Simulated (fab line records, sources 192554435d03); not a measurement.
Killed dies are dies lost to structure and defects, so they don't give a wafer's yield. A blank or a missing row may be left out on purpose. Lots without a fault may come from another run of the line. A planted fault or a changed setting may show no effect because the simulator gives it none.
fab line records | flow n5_finfet
record lots=24 wafers=72 last_day=18
route steps=1938 shown BEOL_M2@902 BEOL_M3@946
lots that met no fault: from a run of the same line without faults
start_h: hours from the record's first day to the start of the lot's first wafer shown | wait_h: hours since the lot's step before | " the same as in the row above | L1.1+2: a row that stands for several wafers | - no value, or no start given | * or withheld: withheld | < > ~ a bound
route shown NAME@n: a module of which the file shows steps, and the number in the route of the first | usual: mean/standard deviation of fault-free wafers | same: alike in all rows | chamber/n: place in a boat | sites: the reading at each site | _std_site: their standard deviation | _edge_site: outer sites' mean less inner sites' | radius_mm: how far each site lies from the wafer's centre | mask NAME#n: copy n | behind: the tool/chamber that last shaped the wafer | hold: why the lot was held/for how many hours/how that ended | device: the transistor (n, p or np) that didn't switch | end of line: the same wafers' tests at the end of the route | a step without rows: its recipe alone | killed: dies lost to structure and defects at the first sort, not the wafer's yield | map: a wafer's dies, x killed, . not, _ none there
set.NAME: the setting as run; set.NAME@STEP: as run at that earlier step | model.NAME: the simulator's own value behind a step, which no gauge read
steps of the route over a sample of lots; a table a step, a row a wafer
services: from which hour (start_h, from the record's first day; less than 0 if before it) a tool's chamber was out of use, for how many hours, and why
## steps
# step N5_BEOL_M2_SURFACE_TREAT_85
# recipe gas=Ar time_s=* ion_energy_ev=* ion_current_ma_cm2=0.5 pressure_mtorr=* ar_flow_sccm=30
# usual throttle_valve_pct=*
# columns lot.wafer tool chamber start_h wait_h throttle_valve_pct
L074.2 pvd_sputter-01 - 134.02 0.1 *
L074.3 " - " " *
L074.4 " - " " *
L075.2 pvd_sputter-01 - 141.83 0.2 *
L075.4 " - " " *
L075.5 " - " " *
L076.1 pvd_sputter-01 - 148.00 0.5 *
L076.3 " - " " *
L076.4 " - " " *
L077.1 pvd_sputter-03 - 151.75 0.4 *
L077.4 " - " " *
L077.6 " - " " *
L078.1 pvd_sputter-01 - 155.72 0.2 *
L078.3 " - " " *
L078.6 " - " " *
L079.1 pvd_sputter-03 - 164.17 0.1 *
L079.3 " - " " *
L079.5 " - " " *
L080.1 pvd_sputter-03 - 168.68 0.3 *
L080.2 " - " " *
L080.4 " - " " *
L081.1 pvd_sputter-02 - 182.04 0.1 *
L081.2 " - " " *
L081.3 " - " " *
L082.1 pvd_sputter-02 - 192.91 0.4 *
L082.2 " - " " *
L082.6 " - " " *
L083.1 pvd_sputter-01 - 208.50 0.2 *
L083.2 " - " " *
L083.4 " - " " *
L084.1 pvd_sputter-03 - 211.81 0.4 *
L084.3 " - " " *
L084.6 " - " " *
L085.2 pvd_sputter-01 - 214.77 0.2 *
L085.3 " - " " *
L085.6 " - " " *
L086.2 pvd_sputter-02 - 215.86 0.1 *
L086.3 " - " " *
L086.4 " - " " *
L088.1 pvd_sputter-02 - 219.22 0.1 *
L088.2 " - " " *
L088.5 " - " " *
L087.2 pvd_sputter-01 - 222.52 0.3 *
L087.4 " - " " *
L087.6 " - " " *
L089.1 pvd_sputter-02 - 229.64 0.3 *
L089.5 " - " " *
L089.6 " - " " *
L090.1 pvd_sputter-03 - 232.47 0.2 *
L090.3 " - " " *
L090.5 " - " " *
L091.2 pvd_sputter-02 - 236.46 0.2 *
L091.3 " - " " *
L091.4 " - " " *
L092.1 pvd_sputter-01 - 246.60 1.7 *
L092.2 " - " " *
L092.5 " - " " *
L094.2 pvd_sputter-03 - 258.78 0.3 *
L094.5 " - " " *
L094.6 " - " " *
L093.2 pvd_sputter-01 - 264.59 0.4 *
L093.4 " - " " *
L093.6 " - " " *
L095.1 pvd_sputter-02 - 276.12 0.2 *
L095.3 " - " " *
L095.4 " - " " *
L096.1 pvd_sputter-01 - 276.29 0.1 *
L096.2 " - " " *
L096.3 " - " " *
L097.1 pvd_sputter-01 - 279.33 0.2 *
L097.4 " - " " *
L097.5 " - " " *
# step N5_BEOL_M2_ANNEAL_80
# recipe temp_c=400 time_s=240 ambient=vacuum
# usual heater_power_w=841/84
# columns lot.wafer tool chamber start_h wait_h heater_power_w
L074.2 pvd_sputter-01 - 134.92 0.0 837
L074.3 " - " " 732
L074.4 " - " " 773
L075.2 pvd_sputter-01 - 142.65 0.0 836
L075.4 " - " " 720
L075.5 " - " " 729
L076.1 pvd_sputter-02 - 149.57 0.0 926
L076.3 " - " " 834
L076.4 " - " " 801
L077.1 pvd_sputter-03 - 152.80 0.0 985
L077.4 " - " " 863
L077.6 " - " " 976
L078.1 pvd_sputter-02 - 156.27 0.0 906
L078.3 " - " " 761
L078.6 " - " " 766
L079.1 pvd_sputter-03 - 164.69 0.0 831
L079.3 " - " " 973
L079.5 " - " " 787
L080.1 pvd_sputter-02 - 169.22 0.0 754
L080.2 " - " " 782
L080.4 " - " " 837
L081.1 pvd_sputter-02 - 182.74 0.0 895
L081.2 " - " " 879
L081.3 " - " " 773
L082.1 pvd_sputter-02 - 193.46 0.0 797
L082.2 " - " " 851
L082.6 " - " " 787
L083.1 pvd_sputter-01 - 210.70 0.0 741
L083.2 " - " " 736
L083.4 " - " " 914
L084.1 pvd_sputter-03 - 212.35 0.0 991
L084.3 " - " " 883
L084.6 " - " " 947
L085.2 pvd_sputter-01 - 215.29 0.0 726
L085.3 " - " " 929
L085.6 " - " " 912
L086.2 pvd_sputter-03 - 216.58 0.0 877
L086.3 " - " " 807
L086.4 " - " " 1009
L088.1 pvd_sputter-02 - 221.50 0.0 786
L088.2 " - " " 865
L088.5 " - " " 753
L087.2 pvd_sputter-01 - 223.14 0.0 712
L087.4 " - " " 737
L087.6 " - " " 713
L089.1 pvd_sputter-01 - 230.35 0.0 847
L089.5 " - " " 716
L089.6 " - " " 842
L090.1 pvd_sputter-02 - 233.04 0.0 782
L090.3 " - " " 794
L090.5 " - " " 882
L091.2 pvd_sputter-01 - 237.06 0.0 710
L091.3 " - " " 839
L091.4 " - " " 731
L092.1 pvd_sputter-02 - 247.15 0.0 845
L092.2 " - " " 752
L092.5 " - " " 891
L094.2 pvd_sputter-03 - 259.61 0.0 816
L094.5 " - " " 892
L094.6 " - " " 1012
L093.2 pvd_sputter-02 - 265.32 0.0 788
L093.4 " - " " 838
L093.6 " - " " 772
L095.1 pvd_sputter-03 - 276.71 0.0 959
L095.3 " - " " 872
L095.4 " - " " 1031
L096.1 pvd_sputter-01 - 276.83 0.0 829
L096.2 " - " " 708
L096.3 " - " " 920
L097.1 pvd_sputter-02 - 280.05 0.0 763
L097.4 " - " " 828
L097.5 " - " " 905
# step N5_BEOL_M2_SPUTTER_94
# recipe material=Cu target_thk_a=45 temp_c=-20 chamber_pressure_pa=0.07 power_w=withheld time_s=8.29
# usual throttle_valve_pct=30.3/1.3
# columns lot.wafer tool chamber start_h wait_h throttle_valve_pct
L074.2 pvd_sputter-01 - 136.16 0.1 31.5
L074.3 " - " " 30.9
L074.4 " - " " 29.0
L075.2 pvd_sputter-01 - 143.89 0.1 31.0
L075.4 " - " " 31.4
L075.5 " - " " 31.2
L076.1 pvd_sputter-02 - 150.81 0.1 29.8
L076.3 " - " " 28.2
L076.4 " - " " 31.2
L077.1 pvd_sputter-03 - 154.04 0.1 28.3
L077.4 " - " " 29.6
L077.6 " - " " 28.2
L078.1 pvd_sputter-02 - 157.51 0.1 30.2
L078.3 " - " " 31.5
L078.6 " - " " 31.0
L079.1 pvd_sputter-03 - 166.84 0.1 30.3
L079.3 " - " " 28.1
L079.5 " - " " 30.3
L080.1 pvd_sputter-02 - 170.46 0.1 31.2
L080.2 " - " " 31.2
L080.4 " - " " 27.9
L081.1 pvd_sputter-02 - 183.98 0.1 29.9
L081.2 " - " " 28.1
L081.3 " - " " 31.4
L082.1 pvd_sputter-02 - 194.70 0.1 31.2
L082.2 " - " " 28.1
L082.6 " - " " 31.1
L083.1 pvd_sputter-01 - 211.94 0.1 29.0
L083.2 " - " " 31.3
L083.4 " - " " 30.1
L084.1 pvd_sputter-03 - 213.59 0.1 28.1
L084.3 " - " " 29.7
L084.6 " - " " 28.5
L085.2 pvd_sputter-01 - 216.53 0.1 31.2
L085.3 " - " " 29.9
L085.6 " - " " 30.2
L086.2 pvd_sputter-03 - 217.82 0.1 29.6
L086.3 " - " " 30.2
L086.4 " - " " 32.4
L088.1 pvd_sputter-02 - 222.74 0.1 31.0
L088.2 " - " " 28.0
L088.5 " - " " 31.3
L087.2 pvd_sputter-01 - 224.38 0.1 31.3
L087.4 " - " " 29.2
L087.6 " - " " 31.0
L089.1 pvd_sputter-01 - 231.59 0.1 31.6
L089.5 " - " " 31.0
L089.6 " - " " 31.6
L090.1 pvd_sputter-02 - 234.28 0.1 31.1
L090.3 " - " " 31.4
L090.5 " - " " 29.9
L091.2 pvd_sputter-01 - 238.30 0.1 31.2
L091.3 " - " " 31.3
L091.4 " - " " 29.2
L092.1 pvd_sputter-02 - 253.58 0.1 27.6
L092.2 " - " " 31.3
L092.5 " - " " 29.8
L094.2 pvd_sputter-03 - 260.85 0.1 30.2
L094.5 " - " " 29.6
L094.6 " - " " 32.0
L093.2 pvd_sputter-02 - 266.56 0.1 31.4
L093.4 " - " " 27.7
L093.6 " - " " 31.5
L095.1 pvd_sputter-03 - 277.95 0.1 28.4
L095.3 " - " " 30.0
L095.4 " - " " 32.4
L096.1 pvd_sputter-01 - 278.07 0.1 31.4
L096.2 " - " " 31.3
L096.3 " - " " 30.2
L097.1 pvd_sputter-02 - 281.29 0.1 31.5
L097.4 " - " " 27.7
L097.5 " - " " 30.0
# step N5_BEOL_M3_INSPECT_13
# recipe mode=adi inspect_instrument=brightfield
# usual raw_defect_count=435/95
# columns lot.wafer tool chamber start_h wait_h raw_defect_count
L074.2 defect_inspect-02 - 138.75 0.0 484
L074.3 " - " " 546
L074.4 " - " " 548
L075.2 defect_inspect-01 - 146.02 0.0 490
L075.4 " - " " 466
L075.5 " - " " 424
L076.1 defect_inspect-01 - 153.69 0.1 362
L076.3 " - " " 395
L076.4 " - " " 383
L077.1 defect_inspect-02 - 156.10 0.1 390
L077.4 " - " " 326
L077.6 " - " " 411
L078.1 defect_inspect-02 - 162.22 0.1 531
L078.3 " - " " 383
L078.6 " - " " 457
L079.1 defect_inspect-01 - 169.35 0.1 284
L079.3 " - " " 272
L079.5 " - " " 359
L080.1 defect_inspect-02 - 172.69 0.1 391
L080.2 " - " " 409
L080.4 " - " " 458
L081.1 defect_inspect-01 - 186.21 0.1 345
L081.2 " - " " 271
L081.3 " - " " 392
L082.1 defect_inspect-02 - 197.28 0.1 591
L082.2 " - " " 358
L082.6 " - " " 347
L083.1 defect_inspect-02 - 214.48 0.1 446
L083.2 " - " " 852
L083.4 " - " " 627
L084.1 defect_inspect-02 - 215.91 0.1 533
L084.3 " - " " 298
L084.6 " - " " 404
L085.2 defect_inspect-01 - 219.34 0.0 474
L085.3 " - " " 520
L085.6 " - " " 545
L086.2 defect_inspect-01 - 219.94 0.0 361
L086.3 " - " " 457
L086.4 " - " " 609
L088.1 defect_inspect-01 - 225.28 0.1 488
L088.2 " - " " 470
L088.5 " - " " 466
L087.2 defect_inspect-02 - 228.89 0.0 413
L087.4 " - " " 350
L087.6 " - " " 499
L089.1 defect_inspect-01 - 235.93 0.1 382
L089.5 " - " " 643
L089.6 " - " " 397
L090.1 defect_inspect-02 - 237.11 0.1 471
L090.3 " - " " 407
L090.5 " - " " 317
L091.2 defect_inspect-02 - 243.86 0.0 530
L091.3 " - " " 585
L091.4 " - " " 595
L092.1 defect_inspect-02 - 258.19 0.1 494
L092.2 " - " " 411
L092.5 " - " " 345
L094.2 defect_inspect-02 - 264.04 0.1 353
L094.5 " - " " 309
L094.6 " - " " 368
L093.2 defect_inspect-02 - 269.00 0.0 502
L093.4 " - " " 512
L093.6 " - " " 531
L095.1 defect_inspect-02 - 280.81 0.1 382
L095.3 " - " " 354
L095.4 " - " " 463
L096.1 defect_inspect-01 - 280.85 0.1 565
L096.2 " - " " 341
L096.3 " - " " 443
L097.1 defect_inspect-02 - 283.93 0.1 469
L097.4 " - " " 476
L097.5 " - " " 344
# step N5_BEOL_M3_INSPECT_30
# recipe mode=adi inspect_instrument=brightfield
# usual raw_defect_count=434/100
# columns lot.wafer tool chamber start_h wait_h raw_defect_count
L074.2 defect_inspect-01 - 139.75 0.0 456
L074.3 " - " " 504
L074.4 " - " " 527
L075.2 defect_inspect-02 - 147.02 0.0 501
L075.4 " - " " 547
L075.5 " - " " 513
L076.1 defect_inspect-02 - 154.81 0.1 383
L076.3 " - " " 394
L076.4 " - " " 389
L077.1 defect_inspect-01 - 157.10 0.1 362
L077.4 " - " " 297
L077.6 " - " " 357
L078.1 defect_inspect-02 - 163.09 0.1 533
L078.3 " - " " 369
L078.6 " - " " 468
L079.1 defect_inspect-01 - 170.49 0.1 306
L079.3 " - " " 282
L079.5 " - " " 365
L080.1 defect_inspect-01 - 173.68 0.1 342
L080.2 " - " " 354
L080.4 " - " " 441
L081.1 defect_inspect-01 - 187.20 0.1 402
L081.2 " - " " 289
L081.3 " - " " 397
L082.1 defect_inspect-01 - 198.15 0.1 507
L082.2 " - " " 333
L082.6 " - " " 330
L083.1 defect_inspect-01 - 215.50 0.1 436
L083.2 " - " " 750
L083.4 " - " " 556
L084.1 defect_inspect-02 - 216.91 0.1 537
L084.3 " - " " 289
L084.6 " - " " 411
L085.2 defect_inspect-02 - 220.30 0.0 546
L085.3 " - " " 566
L085.6 " - " " 608
L086.2 defect_inspect-02 - 220.93 0.0 350
L086.3 " - " " 491
L086.4 " - " " 688
L088.1 defect_inspect-02 - 226.15 0.1 534
L088.2 " - " " 514
L088.5 " - " " 492
L087.2 defect_inspect-02 - 229.76 0.0 416
L087.4 " - " " 365
L087.6 " - " " 486
L089.1 defect_inspect-02 - 236.94 0.1 418
L089.5 " - " " 695
L089.6 " - " " 462
L090.1 defect_inspect-02 - 238.12 0.1 534
L090.3 " - " " 430
L090.5 " - " " 314
L091.2 defect_inspect-02 - 244.74 0.0 566
L091.3 " - " " 551
L091.4 " - " " 620
L092.1 defect_inspect-02 - 259.06 0.1 503
L092.2 " - " " 392
L092.5 " - " " 358
L094.2 defect_inspect-01 - 265.05 0.0 327
L094.5 " - " " 268
L094.6 " - " " 326
L093.2 defect_inspect-01 - 270.00 0.0 473
L093.4 " - " " 485
L093.6 " - " " 425
L095.1 defect_inspect-02 - 281.88 0.1 393
L095.3 " - " " 363
L095.4 " - " " 432
L096.1 defect_inspect-01 - 281.94 0.1 548
L096.2 " - " " 367
L096.3 " - " " 438
L097.1 defect_inspect-01 - 284.87 0.1 400
L097.4 " - " " 432
L097.5 " - " " 306
# step N5_BEOL_M3_ETCH_69
# recipe chemistry=CF4 target=SiARC target_depth_a=156 mask_material=CAR-EUV time_s=26 ion_energy_ev=80 pressure_mtorr=40 source_w=545 bias_w=36 Ar_flow_sccm=100 cf4_flow_sccm=100 ends=cleared
# usual drypump_motor_current_A=5.8/0.56 etch_rf_on_time_s=26.0/0.68 oes_product_au=0.67/0.073 rf_vpp_V=184.6/1.2 showerhead_plenum_p_Torr=2.18/0.079 throttle_valve_pct=15.62/0.24
# columns lot.wafer tool chamber start_h wait_h drypump_motor_current_A etch_rf_on_time_s oes_product_au rf_hours_counter_h rf_vpp_V showerhead_plenum_p_Torr throttle_valve_pct
L074.2 rie_diel-05 2 139.84 0.0 5.0 26.3 0.62 178 185.4 2.21 15.96
L074.3 " 3 " " 5.6 26.4 0.63 152 183.2 2.23 15.41
L074.4 " 3 " " 5.6 26.7 0.63 - 185.3 2.23 15.43
L075.2 rie_diel-06 3 147.11 0.0 6.5 26.9 0.63 149 184.4 2.23 15.45
L075.4 " 1 " " 6.6 26.4 0.75 28 186.1 2.26 15.25
L075.5 " 3 " " 6.5 27.0 0.63 - 182.9 2.23 15.48
L076.1 rie_diel-06 2 155.61 0.0 5.9 25.7 0.58 236 183.8 2.11 15.97
L076.3 " 3 " " 6.5 27.4 0.63 151 185.9 2.22 15.47
L076.4 " 1 " " 6.6 26.8 0.74 30 184.6 2.26 15.23
L077.1 rie_diel-02 1 157.18 0.0 5.7 26.1 0.60 246 183.2 2.01 16.06
L077.4 " 3 " " 5.5 26.4 0.64 - 185.2 2.23 15.82
L077.6 " 1 " " 5.7 26.3 0.58 - 182.3 2.01 16.05
L078.1 rie_diel-05 1 163.18 0.0 5.7 26.3 0.74 43 181.9 2.17 15.54
L078.3 " 3 " " 5.6 26.1 0.64 160 185.0 2.23 15.45
L078.6 " 1 " " 5.7 26.1 0.74 - 185.3 2.17 15.53
L079.1 rie_diel-05 1 170.58 0.0 5.7 25.9 0.74 46 184.4 2.17 15.54
L079.3 " 0 " " 6.2 24.5 0.63 217 181.7 2.03 15.85
L079.5 " 1 " " 5.7 25.7 0.73 - 184.0 2.17 15.52
L080.1 rie_diel-05 2 174.04 0.0 5.0 25.7 0.63 191 183.6 2.20 15.97
L080.2 " 3 " " 5.6 26.0 0.63 165 184.6 2.23 15.45
L080.4 " 1 " " 5.7 26.0 0.75 48 185.5 2.17 15.53
L081.1 rie_diel-05 2 187.29 0.0 5.0 26.1 0.62 194 185.2 2.20 15.98
L081.2 " 1 " " 5.7 26.2 0.73 51 185.0 2.17 15.55
L081.3 " 3 " " 5.6 26.5 0.62 168 185.9 2.23 15.44
L082.1 rie_diel-06 2 198.23 0.0 5.9 25.4 0.57 247 184.8 2.11 16.02
L082.2 " 3 " " 6.6 27.0 0.62 160 186.6 2.22 15.47
L082.6 " 2 " " 5.9 25.2 0.58 - 184.2 2.11 16.00
L083.1 rie_diel-06 3 215.69 0.0 6.5 27.0 0.62 165 184.5 2.22 15.50
L083.2 " 1 " " 6.6 26.0 0.73 47 186.8 2.26 15.29
L083.4 " 3 " " 6.5 26.7 0.63 - 184.2 2.22 15.50
L084.1 rie_diel-05 2 216.99 0.0 5.0 26.0 0.62 202 185.4 2.20 15.99
L084.3 " 0 " " 6.2 25.0 0.62 229 182.3 2.03 15.89
L084.6 " 1 " " 5.7 26.0 0.72 - 184.1 2.17 15.57
L085.2 rie_diel-06 3 220.62 0.0 6.5 26.7 0.62 168 186.0 2.22 15.49
L085.3 " 0 " " 5.1 25.7 0.63 168 182.8 2.04 15.65
L085.6 " 3 " " 6.4 26.6 0.62 - 184.1 2.22 15.51
L086.2 rie_diel-02 2 221.41 0.0 5.0 26.4 0.79 15 185.6 2.28 15.27
L086.3 " 1 " " 5.6 25.1 0.83 12 184.5 2.26 15.61
L086.4 " 3 " " 5.5 26.1 0.63 164 185.4 2.22 15.85
L088.1 rie_diel-06 2 226.24 0.0 5.9 24.7 0.83 1 186.4 2.11 15.50
L088.2 " 0 " " 5.1 25.8 0.62 170 183.0 2.04 15.65
L088.5 " 2 " " 5.9 24.7 0.83 - 184.8 2.11 15.50
L087.2 rie_diel-06 1 229.85 0.0 6.6 26.4 0.73 53 184.3 2.26 15.28
L087.4 " 0 " " 5.2 26.3 0.61 170 183.2 2.04 15.67
L087.6 " 2 " " 5.9 25.1 0.82 - 184.4 2.11 15.50
L089.1 rie_diel-06 2 237.02 0.0 5.9 25.1 0.81 4 183.5 2.11 15.51
L089.5 " 3 " " 6.5 27.1 0.62 - 185.6 2.22 15.49
L089.6 " 0 " " 5.1 26.3 0.61 - 182.3 2.04 15.65
L090.1 rie_diel-02 2 238.21 0.0 5.0 26.0 0.78 20 187.5 2.28 15.28
L090.3 " 0 " " 5.2 26.1 0.61 174 183.9 2.21 16.03
L090.5 " 1 " " 5.6 24.8 0.82 - 185.2 2.26 15.62
L091.2 rie_diel-06 2 244.82 0.0 5.9 24.8 0.80 6 183.8 2.11 15.51
L091.3 " 3 " " 6.5 26.7 0.62 174 186.7 2.22 15.51
L091.4 " 0 " " 5.1 25.7 0.62 175 182.8 2.04 15.67
L092.1 rie_diel-06 3 259.14 0.0 6.5 27.2 0.61 179 184.5 2.22 15.52
L092.2 " 2 " " 5.9 25.0 0.80 10 185.0 2.11 15.52
L092.5 " 3 " " 6.5 27.3 0.61 - 184.9 2.22 15.53
L094.2 rie_diel-02 2 265.14 0.0 5.0 26.1 0.77 26 184.2 2.28 15.31
L094.5 " 0 " " 5.2 26.3 0.61 - 184.3 2.21 16.04
L094.6 " 1 " " 5.6 24.9 0.81 - 185.7 2.25 15.64
L093.2 rie_diel-06 3 270.08 0.0 6.5 27.0 0.60 183 184.5 2.21 15.52
L093.4 " 1 " " 6.6 26.6 0.71 64 185.6 2.25 15.30
L093.6 " 2 " " 5.9 24.6 0.79 - 184.4 2.10 15.55
L095.1 rie_diel-06 2 281.97 0.0 5.9 24.9 0.77 17 183.3 2.10 15.53
L095.3 " 0 " " 5.1 26.0 0.62 186 182.3 2.04 15.68
L095.4 " 1 " " 6.6 26.5 0.70 67 184.9 2.25 15.32
L096.1 rie_diel-02 1 282.03 0.0 5.7 24.7 0.80 29 186.0 2.25 15.66
L096.2 " 2 " " 5.0 26.1 0.76 31 185.1 2.28 15.31
L096.3 " 3 " " 5.5 25.6 0.62 180 184.2 2.22 15.90
L097.1 rie_diel-06 3 284.95 0.0 6.5 26.9 0.60 188 186.7 2.21 15.53
L097.4 " 2 " " 5.9 24.6 0.78 18 183.1 2.10 15.55
L097.5 " 2 " " 5.9 24.7 0.78 - 185.1 2.10 15.55
## services
# columns tool chamber start_h hours kind
rie_diel-02 1 113.58 17.4 repair
rie_diel-05 1 115.02 3.4 repair
rie_diel-02 2 118.32 7.8 repair
rie_diel-02 2 131.09 - clean
rie_diel-02 2 131.09 - consumable_replace:focus_ring
rie_diel-02 2 131.09 - consumable_replace:showerhead
rie_diel-02 2 131.09 30.9 scheduled_down
rie_diel-02 2 131.09 30.9 vent_cycle
rie_diel-02 3 144.57 4.2 repair
rie_diel-02 - 154.97 0.8 repair
rie_diel-05 0 160.21 8.9 repair
rie_diel-02 1 171.41 - clean
rie_diel-02 1 171.41 - consumable_replace:focus_ring
rie_diel-02 1 171.41 - consumable_replace:showerhead
rie_diel-02 1 171.41 14.4 scheduled_down
rie_diel-02 1 171.41 14.4 vent_cycle
rie_diel-06 2 207.73 - clean
rie_diel-06 2 207.73 - consumable_replace:focus_ring
rie_diel-06 2 207.73 13.7 scheduled_down
rie_diel-06 2 207.73 13.7 vent_cycle
rie_diel-02 2 209.65 5.9 repair
rie_diel-06 - 213.63 0.3 repair
## key
fault none
